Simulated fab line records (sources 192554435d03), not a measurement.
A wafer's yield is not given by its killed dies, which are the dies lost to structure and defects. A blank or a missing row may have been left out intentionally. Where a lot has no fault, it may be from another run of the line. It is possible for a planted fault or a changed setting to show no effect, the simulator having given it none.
Lot-split experiment / flow n5_finfet / 7 lots, 39 wafers read, on a route of 1938 steps

SPLIT DETAILS
At N5_MOL_CONTACT_COAG_ETCH_15 (etches SiNx in CH3F/O2, stops on Si:P, target depth 7 nm), the setting target_depth_a was moved away from the recipe's 70 angstrom on 9 of the 39 wafers read, by -51.5% to -30.1%. This setting was run at the recipe's value on the other wafers.

The reading comes from the split's own step.

THE READING
SOC_of_MOL_CONTACT_COAG_COAT_103.thk_nm (the simulator's own value, which no gauge read), in nm, at N5_MOL_CONTACT_COAG_ETCH_15 (etches SiNx in CH3F/O2, stops on Si:P, target depth 7 nm). There is no usual value for it anywhere in the file. Across the 30 wafers here that went through the recipe, the average is 75.5 nm and the standard deviation 0.2 nm.

wafer=L077.1; tool, chamber at the split=rie_diel-02, 3; target_depth_a as run, angstrom=46.65; against the recipe=-33.4%; SOC_of_MOL_CONTACT_COAG_COAT_103.thk_nm, nm=76.2; against lot-mates on the recipe=+0.7
wafer=L077.2; tool, chamber at the split=rie_diel-02, 2; target_depth_a as run, angstrom=46.65; against the recipe=-33.4%; SOC_of_MOL_CONTACT_COAG_COAT_103.thk_nm, nm=76.4; against lot-mates on the recipe=+0.9
wafer=L077.3; tool, chamber at the split=rie_diel-02, 0,1; target_depth_a as run, angstrom=70; against the recipe=recipe; SOC_of_MOL_CONTACT_COAG_COAT_103.thk_nm, nm=75.6; against lot-mates on the recipe=-
wafer=L077.6; tool, chamber at the split=rie_diel-02, 0,1; target_depth_a as run, angstrom=70; against the recipe=recipe; SOC_of_MOL_CONTACT_COAG_COAT_103.thk_nm, nm=75.6; against lot-mates on the recipe=-
wafer=L077.4; tool, chamber at the split=rie_diel-02, 1; target_depth_a as run, angstrom=70; against the recipe=recipe; SOC_of_MOL_CONTACT_COAG_COAT_103.thk_nm, nm=75.4; against lot-mates on the recipe=-
wafer=L077.5; tool, chamber at the split=rie_diel-02, 0; target_depth_a as run, angstrom=46.65; against the recipe=-33.4%; SOC_of_MOL_CONTACT_COAG_COAT_103.thk_nm, nm=76.8; against lot-mates on the recipe=+1.3
wafer=L079.3; tool, chamber at the split=rie_diel-03, 0; target_depth_a as run, angstrom=70; against the recipe=recipe; SOC_of_MOL_CONTACT_COAG_COAT_103.thk_nm, nm=75.8; against lot-mates on the recipe=-
wafer=L079.4; tool, chamber at the split=rie_diel-03, 2,3; target_depth_a as run, angstrom=70; against the recipe=recipe; SOC_of_MOL_CONTACT_COAG_COAT_103.thk_nm, nm=75.4; against lot-mates on the recipe=-
wafer=L079.5; tool, chamber at the split=rie_diel-03, 2,3; target_depth_a as run, angstrom=70; against the recipe=recipe; SOC_of_MOL_CONTACT_COAG_COAT_103.thk_nm, nm=75.4; against lot-mates on the recipe=-
wafer=L083.1; tool, chamber at the split=rie_diel-02, 2,0,0; target_depth_a as run, angstrom=70; against the recipe=recipe; SOC_of_MOL_CONTACT_COAG_COAT_103.thk_nm, nm=75.8; against lot-mates on the recipe=-
wafer=L083.2; tool, chamber at the split=rie_diel-02, 2,0,0; target_depth_a as run, angstrom=70; against the recipe=recipe; SOC_of_MOL_CONTACT_COAG_COAT_103.thk_nm, nm=75.8; against lot-mates on the recipe=-
wafer=L083.5; tool, chamber at the split=rie_diel-02, 2,0,0; target_depth_a as run, angstrom=70; against the recipe=recipe; SOC_of_MOL_CONTACT_COAG_COAT_103.thk_nm, nm=75.8; against lot-mates on the recipe=-
wafer=L083.3; tool, chamber at the split=rie_diel-02, 3,1,3; target_depth_a as run, angstrom=70; against the recipe=recipe; SOC_of_MOL_CONTACT_COAG_COAT_103.thk_nm, nm=75.6; against lot-mates on the recipe=-
wafer=L083.4; tool, chamber at the split=rie_diel-02, 3,1,3; target_depth_a as run, angstrom=70; against the recipe=recipe; SOC_of_MOL_CONTACT_COAG_COAT_103.thk_nm, nm=75.6; against lot-mates on the recipe=-
wafer=L083.6; tool, chamber at the split=rie_diel-02, 3,1,3; target_depth_a as run, angstrom=70; against the recipe=recipe; SOC_of_MOL_CONTACT_COAG_COAT_103.thk_nm, nm=75.6; against lot-mates on the recipe=-
wafer=L084.1; tool, chamber at the split=rie_diel-03, 3,1,2,3; target_depth_a as run, angstrom=70; against the recipe=recipe; SOC_of_MOL_CONTACT_COAG_COAT_103.thk_nm, nm=75.2; against lot-mates on the recipe=-
wafer=L084.4; tool, chamber at the split=rie_diel-03, 3,1,2,3; target_depth_a as run, angstrom=70; against the recipe=recipe; SOC_of_MOL_CONTACT_COAG_COAT_103.thk_nm, nm=75.2; against lot-mates on the recipe=-
wafer=L084.5; tool, chamber at the split=rie_diel-03, 3,1,2,3; target_depth_a as run, angstrom=70; against the recipe=recipe; SOC_of_MOL_CONTACT_COAG_COAT_103.thk_nm, nm=75.2; against lot-mates on the recipe=-
wafer=L084.6; tool, chamber at the split=rie_diel-03, 3,1,2,3; target_depth_a as run, angstrom=70; against the recipe=recipe; SOC_of_MOL_CONTACT_COAG_COAT_103.thk_nm, nm=75.2; against lot-mates on the recipe=-
wafer=L084.2; tool, chamber at the split=rie_diel-03, 1,2; target_depth_a as run, angstrom=70; against the recipe=recipe; SOC_of_MOL_CONTACT_COAG_COAT_103.thk_nm, nm=75.4; against lot-mates on the recipe=-
wafer=L084.3; tool, chamber at the split=rie_diel-03, 1,2; target_depth_a as run, angstrom=70; against the recipe=recipe; SOC_of_MOL_CONTACT_COAG_COAT_103.thk_nm, nm=75.4; against lot-mates on the recipe=-
wafer=L086.1; tool, chamber at the split=rie_diel-05, 1,0,2,0; target_depth_a as run, angstrom=70; against the recipe=recipe; SOC_of_MOL_CONTACT_COAG_COAT_103.thk_nm, nm=75.4; against lot-mates on the recipe=-
wafer=L086.3; tool, chamber at the split=rie_diel-05, 1,0,2,0; target_depth_a as run, angstrom=70; against the recipe=recipe; SOC_of_MOL_CONTACT_COAG_COAT_103.thk_nm, nm=75.4; against lot-mates on the recipe=-
wafer=L086.4; tool, chamber at the split=rie_diel-05, 1,0,2,0; target_depth_a as run, angstrom=70; against the recipe=recipe; SOC_of_MOL_CONTACT_COAG_COAT_103.thk_nm, nm=75.4; against lot-mates on the recipe=-
wafer=L086.6; tool, chamber at the split=rie_diel-05, 1,0,2,0; target_depth_a as run, angstrom=70; against the recipe=recipe; SOC_of_MOL_CONTACT_COAG_COAT_103.thk_nm, nm=75.4; against lot-mates on the recipe=-
wafer=L086.2; tool, chamber at the split=rie_diel-05, 3; target_depth_a as run, angstrom=70; against the recipe=recipe; SOC_of_MOL_CONTACT_COAG_COAT_103.thk_nm, nm=75.2; against lot-mates on the recipe=-
wafer=L086.5; tool, chamber at the split=rie_diel-05, 1; target_depth_a as run, angstrom=70; against the recipe=recipe; SOC_of_MOL_CONTACT_COAG_COAT_103.thk_nm, nm=75.6; against lot-mates on the recipe=-
wafer=L092.1; tool, chamber at the split=rie_diel-02, 0; target_depth_a as run, angstrom=70; against the recipe=recipe; SOC_of_MOL_CONTACT_COAG_COAT_103.thk_nm, nm=75.8; against lot-mates on the recipe=-
wafer=L092.6; tool, chamber at the split=rie_diel-02, 0; target_depth_a as run, angstrom=70; against the recipe=recipe; SOC_of_MOL_CONTACT_COAG_COAT_103.thk_nm, nm=75.8; against lot-mates on the recipe=-
wafer=L092.2; tool, chamber at the split=rie_diel-02, 3; target_depth_a as run, angstrom=70; against the recipe=recipe; SOC_of_MOL_CONTACT_COAG_COAT_103.thk_nm, nm=75.6; against lot-mates on the recipe=-
wafer=L092.3; tool, chamber at the split=rie_diel-02, 1; target_depth_a as run, angstrom=33.92; against the recipe=-51.5%; SOC_of_MOL_CONTACT_COAG_COAT_103.thk_nm, nm=77.4; against lot-mates on the recipe=+1.7
wafer=L092.4; tool, chamber at the split=rie_diel-02, 3,1; target_depth_a as run, angstrom=33.92; against the recipe=-51.5%; SOC_of_MOL_CONTACT_COAG_COAT_103.thk_nm, nm=77.6; against lot-mates on the recipe=+1.9
wafer=L092.5; tool, chamber at the split=rie_diel-02, 3,1; target_depth_a as run, angstrom=33.92; against the recipe=-51.5%; SOC_of_MOL_CONTACT_COAG_COAT_103.thk_nm, nm=77.6; against lot-mates on the recipe=+1.9
wafer=L095.1; tool, chamber at the split=rie_diel-03, 2; target_depth_a as run, angstrom=70; against the recipe=recipe; SOC_of_MOL_CONTACT_COAG_COAT_103.thk_nm, nm=75.2; against lot-mates on the recipe=-
wafer=L095.2; tool, chamber at the split=rie_diel-03, 3,3,2; target_depth_a as run, angstrom=48.95; against the recipe=-30.1%; SOC_of_MOL_CONTACT_COAG_COAT_103.thk_nm, nm=76.2; against lot-mates on the recipe=+0.9
wafer=L095.5; tool, chamber at the split=rie_diel-03, 3,3,2; target_depth_a as run, angstrom=48.95; against the recipe=-30.1%; SOC_of_MOL_CONTACT_COAG_COAT_103.thk_nm, nm=76.2; against lot-mates on the recipe=+0.9
wafer=L095.6; tool, chamber at the split=rie_diel-03, 3,3,2; target_depth_a as run, angstrom=48.95; against the recipe=-30.1%; SOC_of_MOL_CONTACT_COAG_COAT_103.thk_nm, nm=76.2; against lot-mates on the recipe=+0.9
wafer=L095.3; tool, chamber at the split=rie_diel-03, 1,0; target_depth_a as run, angstrom=70; against the recipe=recipe; SOC_of_MOL_CONTACT_COAG_COAT_103.thk_nm, nm=75.4; against lot-mates on the recipe=-
wafer=L095.4; tool, chamber at the split=rie_diel-03, 1,0; target_depth_a as run, angstrom=70; against the recipe=recipe; SOC_of_MOL_CONTACT_COAG_COAT_103.thk_nm, nm=75.4; against lot-mates on the recipe=-
If several chambers appear in one row, that row covers several wafers at once and the file leaves open which wafer was in which chamber.

THE FIT
A straight line over all 39 wafers: SOC_of_MOL_CONTACT_COAG_COAT_103.thk_nm changes by -0.0346 nm for each +1% of target_depth_a; r = -0.93; the points scatter about the line by 0.24 nm.
The same after taking each lot's own level away (the mean of its wafers on the recipe; 39 wafers): -0.0323 nm for each +1%; r = -0.97; scatter 0.14 nm.
Per that fit: largest target_depth_a move, reading shift of 1.7 nm.
From 75.27 to 75.73 nm: that is the span of the lots' own levels, equal to 2.3 times the standard deviation above.
Hence the lot-to-lot level has little effect on the slope; both slopes agree.
Check: with one of the wafers moved furthest among these (-51.5%) left out of the fit, the line predicts +1.65 nm for it against its lot-mates. It came out at +1.67 nm against them.

OTHER SPLITS APPLIED TO THESE WAFERS
These wafers also went through other splits before the reading. Each is held against what the fit with the lots' levels taken away leaves over:
other split on the same wafers=N5_ZERO_LAYER_DEVELOP_10 develop_time_s; wafers away from the commonest value=15; r with SOC_of_MOL_CONTACT_COAG_COAT_103.thk_nm (lot level and that fit taken away)=+0.06
other split on the same wafers=N5_FIN_SAQP_ETCH_65 time_s; wafers away from the commonest value=15; r with SOC_of_MOL_CONTACT_COAG_COAT_103.thk_nm (lot level and that fit taken away)=+0.05

FILE'S OWN FIT
SOC_of_MOL_CONTACT_COAG_COAT_103.thk_nm changes by -0.0321 nm for each +1% of target_depth_a, r = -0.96.
